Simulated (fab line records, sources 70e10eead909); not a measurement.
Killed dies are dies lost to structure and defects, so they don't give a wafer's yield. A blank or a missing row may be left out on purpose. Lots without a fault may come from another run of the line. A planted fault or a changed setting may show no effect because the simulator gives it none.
A struck lot beside a sound one | flow nand_harc | 17 steps out of a route of 1159
Sound: wafers L631.2, L631.5, L631.6. Struck: wafer L641.1. (L641.2, L641.4 of the same lot were not struck and are left out.) The cause comes at the end.
At each step with rows: each side's tool, then ch and its chambers, then its first start. Under that, the readings that differ: sound wafers | struck wafers | difference of the means | sigmas: that difference in standard deviations of wafers without a fault.
alike: readings whose means differ by less than 2 such deviations, and words and numbers that are the same on both sides. not compared: withheld readings, readings that some wafer has no value for, bounds like >300 that may hide the same value, and numbers for which the record gives no deviation and whose values overlap.
The two part at a step that has a row with sigmas, a row that says differs or no value, or rows on one side only. Numbers that don't overlap but have no deviation are shown without sigmas and don't part them. A reading that every wafer of one side lacks parts them only if that side has two wafers or more.

first, 1 step without rows for these wafers: NHARC_A_CONTACT_ETCH_139 (etches the open film in C4F8/O2/Ar, time 137 s, target depth 590 nm).
NHARC_A_CONTACT_ETCH_92: etches the open film in CH3F/O2, target depth 40 nm, time 85.7 s.
  sound on rie_diel-04 ch 1,2,3, day 16 21:11; struck on rie_diel-03 ch 0, day 19 22:32
  alike: drypump_motor_current_A, oes_product_au, rf_fwd_power_W, rf_vpp_V, showerhead_plenum_p_Torr, throttle_valve_pct
  not compared: rf_hours_counter_h
NHARC_A_CONTACT_ETCH_98: etches the open film in C4F6/O2, target depth 20 nm, time 10 s.
  sound on rie_diel-04 ch 0,1; struck on rie_diel-03 ch 2
  reading                         | sound          | struck | difference | sigmas
  drypump_motor_current_A (A)     | 5.0 5.9 5.0    | 6.2    | +0.9       | +2
  rf_vpp_V (V)                    | 549 547 550    | 541    | -8         | -2
  showerhead_plenum_p_Torr (Torr) | 4.09 3.95 4.09 | 3.66   | -0.38      | -3
  alike: oes_product_au, rf_fwd_power_W, throttle_valve_pct
  not compared: rf_hours_counter_h
NHARC_A_CONTACT_CD_MEAS_15:
  sound on cd_sem-01, day 16 21:22; struck on cd_sem-03, day 19 22:45
  alike: cd_nm
then, 4 steps without rows for these wafers: NHARC_A_CONTACT_STRIP_107 (strips in N2/H2); NHARC_A_CONTACT_STRIP_108 (strips in CF4/CHF3); NHARC_A_CONTACT_STRIP_109 (strips in O2/COS); NHARC_A_CONTACT_ETCH_110 (etches the open film in CF4/O2, target depth 50 nm, overetch 5 nm, time 27.5 s).
NHARC_A_CONTACT_STRIP_26: strips in O2.
  sound on rie_diel-04 ch 0,1,2; struck on rie_diel-04 ch 2
  alike: drypump_motor_current_A, oes_product_au, rf_vpp_V, showerhead_plenum_p_Torr, throttle_valve_pct
  not compared: rf_hours_counter_h
then, 1 step without rows for these wafers: NHARC_A_CONTACT_STRIP_27 (strips in post etch residue remover, time 600 s).
NHARC_A_CONTACT_ALD_18: deposits TiN, target thk 3 nm, pulse time 1 s, ald cycles 150.
  sound on ald_metal-03 ch 0,1, day 16 22:27; struck on ald_metal-01 ch 1, day 19 23:46
  alike: heater_power_w, precursor_pulse_height_rel
NHARC_A_CONTACT_CVD_19: deposits W, target thk 300 nm, time 802 s.
  sound on cvd_w-01 ch 0,1; struck on cvd_w-02 ch 0
  reading            | sound       | struck | difference | sigmas
  heater_power_w (W) | 452 502 464 | 417    | -56        | -2
  alike: throttle_valve_pct
NHARC_A_CONTACT_CMP_20: polishes, t overpolish 30 s, target thk 300 nm.
  sound on cmp-04 ch 0,3, day 17 06:02; struck on cmp-04 ch 1, day 20 03:17
  reading                | sound                | struck | difference | sigmas
  overpolish_run_s (s)   | 30.000 30.004 30.004 | 0.038  | -29.965    | -99 or more
  time_to_endpoint_s (s) | 57 58 58             | 118    | +60        | +19
  alike: motor_current_A
then, 1 step without rows for these wafers: NHARC_A_CONTACT_SRD_22.
NHARC_A_CONTACT_INSPECT_23:
  sound on defect_inspect-01, day 17 06:26; struck on defect_inspect-01, day 20 03:41
  reading          | sound       | struck | difference | sigmas
  raw_defect_count | 421 425 473 | 2593   | +2153      | +22
then, 1 step without rows for these wafers: NHARC_A_BLC_DEHYDRATE_00 (time 120 s).
-- the record jumps here: 2 days lie between the struck wafers' starts before and after (it left off in module A_BLC and takes up again in module END, whose first step shown is number 1159 of the route) --
NHARC_END_SORT_01:
  the record has rows for the struck wafers here (prober-02 ch 0, day 22 06:04) and none for the sound ones

WHERE THEY PART
First at NHARC_A_CONTACT_ETCH_98; last, within this record, at NHARC_END_SORT_01.

WHY: what the simulator had put in
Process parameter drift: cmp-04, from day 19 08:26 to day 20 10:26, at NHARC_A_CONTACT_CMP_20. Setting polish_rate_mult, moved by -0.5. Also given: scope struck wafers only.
